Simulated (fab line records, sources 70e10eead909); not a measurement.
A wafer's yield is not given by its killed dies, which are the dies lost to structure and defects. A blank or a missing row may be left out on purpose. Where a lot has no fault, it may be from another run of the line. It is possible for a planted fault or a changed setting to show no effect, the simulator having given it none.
Matching of chambers || flow nand-harc || NHARC_A_CHANNEL_HOLE_D2_DEP_01 on pecvd-02: 3 sister chambers
The step deposits SiON, target thk 140 nm. 20 wafers are shown with their chamber, then 10 later ones without.

== EACH WAFER AND ITS CHAMBER ==
{"wafer": "L074.1", "chamber": 2, "heater-power-w (W)": 571}
{"wafer": "L074.2", "chamber": 0, "heater-power-w (W)": 746}
{"wafer": "L074.4", "chamber": 1, "heater-power-w (W)": 961}
{"wafer": "L075.2", "chamber": 0, "heater-power-w (W)": 744}
{"wafer": "L075.5", "chamber": 0, "heater-power-w (W)": 745}
{"wafer": "L075.6", "chamber": 1, "heater-power-w (W)": 946}
{"wafer": "L076.1", "chamber": 1, "heater-power-w (W)": 950}
{"wafer": "L076.2", "chamber": 2, "heater-power-w (W)": 642}
{"wafer": "L076.5", "chamber": 1, "heater-power-w (W)": 999}
{"wafer": "L077.2", "chamber": 0, "heater-power-w (W)": 668}
{"wafer": "L077.3", "chamber": 2, "heater-power-w (W)": 605}
{"wafer": "L077.6", "chamber": 1, "heater-power-w (W)": 980}
{"wafer": "L078.1", "chamber": 1, "heater-power-w (W)": 965}
{"wafer": "L078.2", "chamber": 0, "heater-power-w (W)": 740}
{"wafer": "L078.3", "chamber": 2, "heater-power-w (W)": 608}
{"wafer": "L078.4", "chamber": 0, "heater-power-w (W)": 728}
{"wafer": "L078.5", "chamber": 1, "heater-power-w (W)": 972}
{"wafer": "L078.6", "chamber": 2, "heater-power-w (W)": 601}
{"wafer": "L082.1", "chamber": 1, "heater-power-w (W)": 1008}
{"wafer": "L082.4", "chamber": 2, "heater-power-w (W)": 594}

SIGNATURES (means of the wafers above)
{"reading": "heater-power-w", "chamber 0": 728.50, "chamber 1": 972.62, "chamber 2": 603.50, "scatter within a chamber": 25.1}
Rule: a wafer lies at a distance from a chamber equal to the root of the sum of squares, over the readings, of (its reading less the chamber's mean, divided by the reading's scatter). If the next closest chamber is less than 2 further off than the closest, the wafer can't be placed; otherwise it belongs to the closest. The scatter is the square root of a quotient: the sum, over the shown wafers, of each reading's squared deviation from its chamber's mean, divided by wafers minus chambers.

== WAFERS WITH NO CHAMBER GIVEN ==
{"wafer": "L082.6", "heater-power-w (W)": 1041}
{"wafer": "L084.2", "heater-power-w (W)": 750}
{"wafer": "L084.3", "heater-power-w (W)": 955}
{"wafer": "L084.5", "heater-power-w (W)": 987}
{"wafer": "L088.4", "heater-power-w (W)": 945}
{"wafer": "L088.5", "heater-power-w (W)": 597}
{"wafer": "L088.6", "heater-power-w (W)": 725}
{"wafer": "L089.1", "heater-power-w (W)": 643}
{"wafer": "L089.3", "heater-power-w (W)": 584}
{"wafer": "L089.6", "heater-power-w (W)": 588}

== EACH ONE'S CHAMBER ==
{"wafer": "L082.6", "from the rows above": 1, "in truth": 1}
{"wafer": "L084.2", "from the rows above": 0, "in truth": 0}
{"wafer": "L084.3", "from the rows above": 1, "in truth": 1}
{"wafer": "L084.5", "from the rows above": 1, "in truth": 1}
{"wafer": "L088.4", "from the rows above": 1, "in truth": 1}
{"wafer": "L088.5", "from the rows above": 2, "in truth": 2}
{"wafer": "L088.6", "from the rows above": 0, "in truth": 0}
{"wafer": "L089.1", "from the rows above": "can't be placed: 2 or 0", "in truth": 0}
{"wafer": "L089.3", "from the rows above": 2, "in truth": 2}
{"wafer": "L089.6", "from the rows above": 2, "in truth": 2}
Correctly placed: 9 of 10. Unplaceable from these rows: 1, with the true chamber sitting among the candidates in 1. 0 placed wrongly.
